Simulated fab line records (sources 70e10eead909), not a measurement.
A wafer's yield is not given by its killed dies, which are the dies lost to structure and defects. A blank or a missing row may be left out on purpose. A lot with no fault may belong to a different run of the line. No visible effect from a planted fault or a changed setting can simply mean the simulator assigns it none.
A struck lot beside a sound one | flow nand_harc | 14 out of 1302 route steps
Sound: wafers L316.2, L316.5, L316.6. Struck: wafers L321.2, L321.3 (left out: L321.4, a lot-mate that was not struck); the cause follows at the end.
Order at every step that has rows: each side's tool, ch and its chambers, its first start. Under that, the readings that differ: sound wafers | struck wafers | difference of the means | sigmas: that difference in standard deviations of wafers without a fault.
alike: words and numbers the same on both sides, and readings whose means are apart by under 2 such deviations; not compared: readings that were withheld, readings missing a value for some wafer, numbers with overlapping values and no deviation given by the record, and bounds like >300 which may hide the same value.
A row with sigmas, a row that says differs or no value, or rows on one side alone: a step with any of these is where the two part. Non-overlapping numbers with no deviation appear without sigmas and do not part them. A reading missing from all wafers of one side parts the sides only when that side holds two or more wafers.

NHARC_A_BLC_INSPECT_12:
  sound on defect_inspect-02 at day 23 15:17; struck on defect_inspect-02 at day 24 18:26
  alike: raw_defect_count
then, 2 steps without rows for these wafers: NHARC_A_BLC_DESCUM_15 (chemistry O2, time 3 s); NHARC_A_BLC_ETCH_16 (etches the open film in CF4, target depth 39 nm, time 65 s).
NHARC_A_BLC_ETCH_17: etches the open film in N2/H2, target depth 390 nm, time 609.38 s.
  sound: rie_diel-12 ch 0,1; struck: rie_diel-09 ch 1,2
  alike: chamber_pressure_mTorr, drypump_motor_current_A, n2_flow_sccm, oes_product_au, rf_vpp_V, showerhead_plenum_p_Torr, throttle_valve_pct
  not compared: rf_hours_counter_h
NHARC_A_BLC_ETCH_18: etches the open film in C4F8/O2/Ar, target depth 910 nm.
  sound: rie_diel-12 ch 1,2,3; struck: rie_diel-09 ch 0,3
  alike: chamber_pressure_mTorr, oes_product_au, rf_vpp_V
  not compared: rf_hours_counter_h
NHARC_A_BLC_CD_MEAS_19:
  sound on cd_sem-01 at day 23 16:19; struck on cd_sem-01 at day 24 19:28
  alike: cd_nm
then, 1 step without rows for these wafers: NHARC_A_BLC_STRIP_29 (strips in CF4).
NHARC_A_BLC_STRIP_21: strips in O2.
  sound on rie_diel-09 ch 1,2, day 23 16:29; struck on rie_diel-09 ch 1,2, day 24 19:39
  alike: chamber_pressure_mTorr, drypump_motor_current_A, oes_product_au, rf_vpp_V, showerhead_plenum_p_Torr, throttle_valve_pct
  not compared: rf_hours_counter_h
then, 1 step without rows for these wafers: NHARC_A_BLC_STRIP_22 (strips in post etch residue remover, time 600 s).
NHARC_A_BLC_DEGAS_30: time 60 s.
  sound on pvd_sputter-03 at day 23 16:55; struck on pvd_sputter-02 at day 24 20:04
  alike: heater_power_w
then, 1 step without rows for these wafers: NHARC_A_BLC_PRE_CLEAN_31 (time 15 s).
NHARC_A_BLC_PVD_32: deposits Ti, target thk 5 nm, time 17.7 s.
  sound on pvd_sputter-03; struck on pvd_sputter-02
  alike: throttle_valve_pct
NHARC_A_BLC_ALD_23: deposits TiN, target thk 3 nm, pulse time 1 s, ald cycles 150.
  sound on ald_metal-03 ch 0,1,3, day 23 17:13; struck on ald_metal-01 ch 1,2, day 24 20:19
  reading    | sound       | struck | difference | sigmas
  ald_cycles | 150 150 150 | 74 74  | -76        |
  alike: heater_power_outer_w, heater_power_w, precursor_pulse_height_rel
then, 1 step without rows for these wafers: NHARC_A_BLC_CVD_24 (deposits W, target thk 150 nm, time 434 s).

WHERE THEY PART
Nowhere in this record.

WHY: whatever the simulator had introduced
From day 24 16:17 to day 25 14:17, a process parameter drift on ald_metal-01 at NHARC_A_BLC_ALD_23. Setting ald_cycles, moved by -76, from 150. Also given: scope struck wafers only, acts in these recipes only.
